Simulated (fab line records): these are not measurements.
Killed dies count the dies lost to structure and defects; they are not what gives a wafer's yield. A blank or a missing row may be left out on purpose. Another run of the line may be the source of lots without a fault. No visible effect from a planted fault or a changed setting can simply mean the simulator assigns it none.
Which tool was responsible? :: flow nand harc :: Sampling: 13 lots, 39 wafers, 5 of 1302 route steps

== WHAT THE GAUGES SHOWED, per wafer ==
NHARC_P_BONDPAD_CD_MEAS_09: target cd 500 nm. Usual: cd nm at 501 nm, with a standard deviation of 3.
lot: L911
measured: day 6 19:34
on: cd sem-01
cd nm (nm): 501 505 499
flag: 

lot: L914
measured: day 8 00:33
on: cd sem-01
cd nm (nm): 501 500 498
flag: 

lot: L917
measured: day 9 06:01
on: cd sem-01
cd nm (nm): 501 502 505
flag: 

lot: L920
measured: day 10 12:14
on: cd sem-02
cd nm (nm): 495 501 503
flag: 

lot: L922
measured: day 11 08:09
on: cd sem-02
cd nm (nm): 500 503 497
flag: 

lot: L924
measured: day 11 19:58
on: cd sem-03
cd nm (nm): 504 498 505
flag: 

lot: L923
measured: day 11 21:05
on: cd sem-03
cd nm (nm): 497 495 498
flag: 

lot: L929
measured: day 14 04:49
on: cd sem-02
cd nm (nm): 507 504 503
flag: 

lot: L930
measured: day 14 09:36
on: cd sem-01
cd nm (nm): 505 497 505
flag: 

lot: L931
measured: day 14 21:17
on: cd sem-01
cd nm (nm): 501 503 503
flag: 

lot: L932
measured: day 15 14:05
on: cd sem-02
cd nm (nm): 497 498 500
flag: 

lot: L934
measured: day 16 00:25
on: cd sem-02
cd nm (nm): 500 502 502
flag: 

lot: L933
measured: day 16 00:48
on: cd sem-03
cd nm (nm): 505 501 502
flag: 

NHARC_END_SORT_01. Usual: for defect limited yield, 90 % with a standard deviation of 3.1; for killed at array, 59 with a standard deviation of 20; for killed at other, 0.8 with a standard deviation of 1.1; for killed at periphery, 5 with a standard deviation of 3.1; for killed dies, 64 with a standard deviation of 21; for killed open, 3.4 with a standard deviation of 1.9; for killed short, 2.3 with a standard deviation of 1.7.
lot: L911
measured: day 24 22:13
on: prober-01
defect limited yield (%): 86 84 87
killed at array: 84 99 80
killed at other: 1 0 0
killed at periphery: 13 8 7
killed dies: 98 107 87
killed open: 4 5 2
killed short: 5 2 3
flag: 

lot: L914
measured: day 25 11:32
on: prober-02
defect limited yield (%): 90 89 90
killed at array: 63 71 60
killed at other: 0 1 2
killed at periphery: 2 4 4
killed dies: 65 76 66
killed open: 1 1 4
killed short: 2 3 1
flag: 

lot: L917
measured: day 26 12:14
on: prober-02
defect limited yield (%): 94 93 93
killed at array: 38 43 47
killed at other: 0 1 1
killed at periphery: 4 4 2
killed dies: 42 48 50
killed open: 3 6 7
killed short: 0 1 2
flag: 

lot: L920
measured: day 27 22:22
on: prober-02
defect limited yield (%): 92 90 91
killed at array: 53 62 54
killed at other: 0 0 0
killed at periphery: 3 3 4
killed dies: 56 65 58
killed open: 2 2 3
killed short: 2 1 2
flag: 

lot: L922
measured: day 29 03:18
on: prober-02
defect limited yield (%): 94 95 96
killed at array: 43 36 28
killed at other: 0 0 0
killed at periphery: 1 1 2
killed dies: 44 37 30
killed open: 2 6 3
killed short: 1 2 1
flag: 

lot: L924
measured: day 29 17:32
on: prober-01
defect limited yield (%): 91 87 88
killed at array: 59 72 72
killed at other: 0 0 0
killed at periphery: 2 13 9
killed dies: 61 85 81
killed open: 1 2 3
killed short: 2 6 3
flag: 

lot: L923
measured: day 29 17:34
on: prober-02
defect limited yield (%): 93 93 91
killed at array: 45 43 56
killed at other: 0 2 3
killed at periphery: 4 4 5
killed dies: 49 49 64
killed open: 0 4 5
killed short: 3 3 4
flag: 

lot: L929
measured: day 32 01:50
on: prober-02
defect limited yield (%): 88 87 87
killed at array: 69 73 74
killed at other: 1 5 1
killed at periphery: 10 8 16
killed dies: 80 86 91
killed open: 2 5 5
killed short: 4 1 2
flag: 

lot: L930
measured: day 32 06:26
on: prober-01
defect limited yield (%): 89 87 86
killed at array: 69 79 85
killed at other: 1 0 2
killed at periphery: 5 7 6
killed dies: 75 86 93
killed open: 0 4 3
killed short: 1 3 1
flag: 

lot: L931
measured: day 32 18:16
on: prober-01
defect limited yield (%): 92 90 92
killed at array: 48 64 48
killed at other: 4 1 4
killed at periphery: 4 5 2
killed dies: 56 70 54
killed open: 5 6 2
killed short: 4 3 3
flag: 

lot: L932
measured: day 33 13:53
on: prober-02
defect limited yield (%): 91 90 88
killed at array: 55 59 74
killed at other: 2 4 1
killed at periphery: 5 4 4
killed dies: 62 67 79
killed open: 6 6 2
killed short: 1 0 7
flag: 

lot: L934
measured: day 34 06:50
on: prober-02
defect limited yield (%): 91 91 91
killed at array: 45 50 53
killed at other: 3 1 1
killed at periphery: 12 7 5
killed dies: 60 58 59
killed open: 4 3 3
killed short: 7 2 0
flag: 

lot: L933
measured: day 33 13:10
on: prober-01
defect limited yield (%): 92 92 90
killed at array: 50 44 61
killed at other: 1 0 0
killed at periphery: 2 7 6
killed dies: 53 51 67
killed open: 1 6 2
killed short: 1 3 1
flag: 

== TOOL THAT RAN EACH LOT (tool first, then ch and the chambers of the sampled wafers, then the start) ==
lot: L911
NHARC_P_BONDPAD_ETCH_12: rie diel-12 ch 0,2,3, day 6 20:27 or earlier
NHARC_P_BONDPAD_STRIP_16: wet bench-08 ch 2,4,7, day 6 20:27
NHARC_P_BONDPAD_PRE_CLEAN_26: pvd sputter-01, day 24 22:13 or earlier

lot: L914
NHARC_P_BONDPAD_ETCH_12: rie diel-03 ch 1,2, day 8 01:26 or earlier
NHARC_P_BONDPAD_STRIP_16: wet bench-08 ch 0,5,6, day 8 01:26
NHARC_P_BONDPAD_PRE_CLEAN_26: pvd sputter-03, day 25 11:32 or earlier

lot: L917
NHARC_P_BONDPAD_ETCH_12: rie diel-03 ch 0,1, day 9 06:53 or earlier
NHARC_P_BONDPAD_STRIP_16: wet bench-10 ch 0,4,5, day 9 06:53
NHARC_P_BONDPAD_PRE_CLEAN_26: pvd sputter-01, day 26 12:14 or earlier

lot: L920
NHARC_P_BONDPAD_ETCH_12: rie diel-03 ch 0,1,2, day 10 13:07 or earlier
NHARC_P_BONDPAD_STRIP_16: wet bench-08 ch 1,3,6, day 10 13:07
NHARC_P_BONDPAD_PRE_CLEAN_26: pvd sputter-03, day 27 22:22 or earlier

lot: L922
NHARC_P_BONDPAD_ETCH_12: rie diel-12 ch 2,3, day 11 09:02 or earlier
NHARC_P_BONDPAD_STRIP_16: wet bench-08 ch 2,4,6, day 11 09:02
NHARC_P_BONDPAD_PRE_CLEAN_26: pvd sputter-02, day 29 03:18 or earlier

lot: L924
NHARC_P_BONDPAD_ETCH_12: rie diel-10 ch 2,3, day 11 20:52 or earlier
NHARC_P_BONDPAD_STRIP_16: wet bench-08 ch 1,2,3, day 11 20:52
NHARC_P_BONDPAD_PRE_CLEAN_26: pvd sputter-01, day 29 17:32 or earlier

lot: L923
NHARC_P_BONDPAD_ETCH_12: rie diel-10 ch 0,2,3, day 11 21:58 or earlier
NHARC_P_BONDPAD_STRIP_16: wet bench-08 ch 2,5,7, day 11 21:58
NHARC_P_BONDPAD_PRE_CLEAN_26: pvd sputter-02, day 29 17:34 or earlier

lot: L929
NHARC_P_BONDPAD_ETCH_12: rie diel-10 ch 0,1,3, day 14 05:43 or earlier
NHARC_P_BONDPAD_STRIP_16: wet bench-08 ch 0,1,3, day 14 05:43
NHARC_P_BONDPAD_PRE_CLEAN_26: pvd sputter-03, day 32 01:50 or earlier

lot: L930
NHARC_P_BONDPAD_ETCH_12: rie diel-03 ch 0,1, day 14 10:29 or earlier
NHARC_P_BONDPAD_STRIP_16: wet bench-10 ch 0,1,2, day 14 10:29
NHARC_P_BONDPAD_PRE_CLEAN_26: pvd sputter-03, day 32 06:26 or earlier

lot: L931
NHARC_P_BONDPAD_ETCH_12: rie diel-10 ch 0,1,2, day 14 22:18 or earlier
NHARC_P_BONDPAD_STRIP_16: wet bench-08 ch 0,1,5, day 14 22:18
NHARC_P_BONDPAD_PRE_CLEAN_26: pvd sputter-01, day 32 18:16 or earlier

lot: L932
NHARC_P_BONDPAD_ETCH_12: rie diel-03 ch 1,3, day 15 15:00 or earlier
NHARC_P_BONDPAD_STRIP_16: wet bench-10 ch 0,1,7, day 15 15:00
NHARC_P_BONDPAD_PRE_CLEAN_26: pvd sputter-02, day 33 13:53 or earlier

lot: L934
NHARC_P_BONDPAD_ETCH_12: rie diel-12 ch 1,2, day 16 01:19 or earlier
NHARC_P_BONDPAD_STRIP_16: wet bench-08 ch 2,3,4, day 16 01:19
NHARC_P_BONDPAD_PRE_CLEAN_26: pvd sputter-02, day 34 06:50 or earlier

lot: L933
NHARC_P_BONDPAD_ETCH_12: rie diel-03 ch 0,2, day 16 01:41 or earlier
NHARC_P_BONDPAD_STRIP_16: wet bench-10 ch 3,4,7, day 16 01:41
NHARC_P_BONDPAD_PRE_CLEAN_26: pvd sputter-01, day 33 13:10 or earlier
- NHARC_P_BONDPAD_ETCH_12: etches the open film in CHF3/O2, target depth 200 nm, time 100 s.
- NHARC_P_BONDPAD_STRIP_16: strips in post etch residue remover, time 600 s.
- NHARC_P_BONDPAD_PRE_CLEAN_26: time 30 s.

== AS READ BY THE TOOLS THEMSELVES (means over the sampled wafers that have a number; for cases with no such wafer, the mark the record gives instead) ==
NHARC_P_BONDPAD_ETCH_12. Usual: drypump motor current A 5.8 A, standard deviation 0.47; oes product au 0.934 a.u., standard deviation 0.025; rf vpp V 370.7 V, standard deviation 1.9; showerhead plenum p Torr 2.41 Torr, standard deviation 0.082; throttle valve pct 20.573 %, standard deviation 0.0093.
lot: L911
tool: rie diel-12
drypump motor current A (A): 5.9
oes product au (a.u.): 0.971
rf vpp V (V): 371.5
showerhead plenum p Torr (Torr): 2.44
throttle valve pct (%): 20.574
flag: 

lot: L914
tool: rie diel-03
drypump motor current A (A): 5.5
oes product au (a.u.): 0.915
rf vpp V (V): 369.4
showerhead plenum p Torr (Torr): 2.33
throttle valve pct (%): 20.573
flag: 

lot: L917
tool: rie diel-03
drypump motor current A (A): 5.7
oes product au (a.u.): 0.927
rf vpp V (V): 371.7
showerhead plenum p Torr (Torr): 2.46
throttle valve pct (%): 20.574
flag: 

lot: L920
tool: rie diel-03
drypump motor current A (A): 5.6
oes product au (a.u.): 0.901
rf vpp V (V): 370.1
showerhead plenum p Torr (Torr): 2.39
throttle valve pct (%): 20.567
flag: 

lot: L922
tool: rie diel-12
drypump motor current A (A): 5.6
oes product au (a.u.): 0.926
rf vpp V (V): 372.7
showerhead plenum p Torr (Torr): 2.48
throttle valve pct (%): 20.573
flag: 

lot: L924
tool: rie diel-10
drypump motor current A (A): 6.3
oes product au (a.u.): 0.967
rf vpp V (V): 370.5
showerhead plenum p Torr (Torr): 2.39
throttle valve pct (%): 20.568
flag: 

lot: L923
tool: rie diel-10
drypump motor current A (A): 6.4
oes product au (a.u.): 0.967
rf vpp V (V): 371.2
showerhead plenum p Torr (Torr): 2.43
throttle valve pct (%): 20.578
flag: 

lot: L929
tool: rie diel-10
drypump motor current A (A): 6.1
oes product au (a.u.): 0.926
rf vpp V (V): 370.8
showerhead plenum p Torr (Torr): 2.43
throttle valve pct (%): 20.570
flag: 

lot: L930
tool: rie diel-03
drypump motor current A (A): 5.6
oes product au (a.u.): 0.921
rf vpp V (V): 370.3
showerhead plenum p Torr (Torr): 2.39
throttle valve pct (%): 20.568
flag: 

lot: L931
tool: rie diel-10
drypump motor current A (A): 6.3
oes product au (a.u.): 0.931
rf vpp V (V): 370.9
showerhead plenum p Torr (Torr): 2.40
throttle valve pct (%): 20.580
flag: 

lot: L932
tool: rie diel-03
drypump motor current A (A): 5.5
oes product au (a.u.): 0.959
rf vpp V (V): 369.5
showerhead plenum p Torr (Torr): 2.36
throttle valve pct (%): 20.572
flag: 

lot: L934
tool: rie diel-12
drypump motor current A (A): 5.3
oes product au (a.u.): 0.921
rf vpp V (V): 369.9
showerhead plenum p Torr (Torr): 2.34
throttle valve pct (%): 20.572
flag: 

lot: L933
tool: rie diel-03
drypump motor current A (A): 5.6
oes product au (a.u.): 0.964
rf vpp V (V): 372.3
showerhead plenum p Torr (Torr): 2.46
throttle valve pct (%): 20.579
flag: 

NHARC_P_BONDPAD_STRIP_16. Usual: bath heat duty pct 12.6 %, standard deviation 1.5; run length s 603.7 s, standard deviation 0.87.
lot: L911
tool: wet bench-08
bath heat duty pct (%): 12.2
run length s (s): 603.4
flag: 

lot: L914
tool: wet bench-08
bath heat duty pct (%): 13.0
run length s (s): 604.0
flag: 

lot: L917
tool: wet bench-10
bath heat duty pct (%): 13.0
run length s (s): 603.5
flag: 

lot: L920
tool: wet bench-08
bath heat duty pct (%): 13.7
run length s (s): 603.3
flag: 

lot: L922
tool: wet bench-08
bath heat duty pct (%): -
run length s (s): -
flag: OFF

lot: L924
tool: wet bench-08
bath heat duty pct (%): -
run length s (s): -
flag: OFF

lot: L923
tool: wet bench-08
bath heat duty pct (%): -
run length s (s): -
flag: OFF

lot: L929
tool: wet bench-08
bath heat duty pct (%): 13.1
run length s (s): 603.3
flag: 

lot: L930
tool: wet bench-10
bath heat duty pct (%): 10.9
run length s (s): 603.8
flag: 

lot: L931
tool: wet bench-08
bath heat duty pct (%): 13.2
run length s (s): 604.5
flag: 

lot: L932
tool: wet bench-10
bath heat duty pct (%): 11.8
run length s (s): 604.1
flag: 

lot: L934
tool: wet bench-08
bath heat duty pct (%): 12.5
run length s (s): 603.8
flag: 

lot: L933
tool: wet bench-10
bath heat duty pct (%): 11.6
run length s (s): 603.5
flag: 

NHARC_P_BONDPAD_PRE_CLEAN_26. Usual: heater power w at 417 W, with a standard deviation of 36.
lot: L911
tool: pvd sputter-01
heater power w (W): 394
flag: 

lot: L914
tool: pvd sputter-03
heater power w (W): 375
flag: 

lot: L917
tool: pvd sputter-01
heater power w (W): 431
flag: 

lot: L920
tool: pvd sputter-03
heater power w (W): 376
flag: 

lot: L922
tool: pvd sputter-02
heater power w (W): 403
flag: 

lot: L924
tool: pvd sputter-01
heater power w (W): 424
flag: 

lot: L923
tool: pvd sputter-02
heater power w (W): 429
flag: 

lot: L929
tool: pvd sputter-03
heater power w (W): 380
flag: 

lot: L930
tool: pvd sputter-03
heater power w (W): 392
flag: 

lot: L931
tool: pvd sputter-01
heater power w (W): 401
flag: 

lot: L932
tool: pvd sputter-02
heater power w (W): 411
flag: 

lot: L934
tool: pvd sputter-02
heater power w (W): 466
flag: 

lot: L933
tool: pvd sputter-01
heater power w (W): 394
flag: 

== THE ANSWER, worked out from the rows above alone ==
Rule: lot off if the mean of its wafers having a number is beyond 3 standard deviations from the usual mean. Also off: a lot with no number at a reading for which 4 or more lots have one. All remaining lots with rows at the step are treated as sound. Order of review: gauges by route order, followed by the tools' own readings, for which a lot's mean as printed above is used. The first step at which some lot is off is used, and at that step the reading that is off furthest; a lot without a number counts as furthest.
Off at NHARC_P_BONDPAD_STRIP_16 (bath heat duty pct): L922, L924, L923. Without a number there: L922, L924, L923.
If a tool, at that step or one of the process steps before it, ran each lot that is off and ran no sound lot following the first of them, it fits. NHARC_P_BONDPAD_ETCH_12 gives no start for some lots, so the hours and the order of its lots are those of NHARC_P_BONDPAD_STRIP_16. No candidate that was tried fits.

== WHAT THE SIMULATOR HAD INSERTED ==
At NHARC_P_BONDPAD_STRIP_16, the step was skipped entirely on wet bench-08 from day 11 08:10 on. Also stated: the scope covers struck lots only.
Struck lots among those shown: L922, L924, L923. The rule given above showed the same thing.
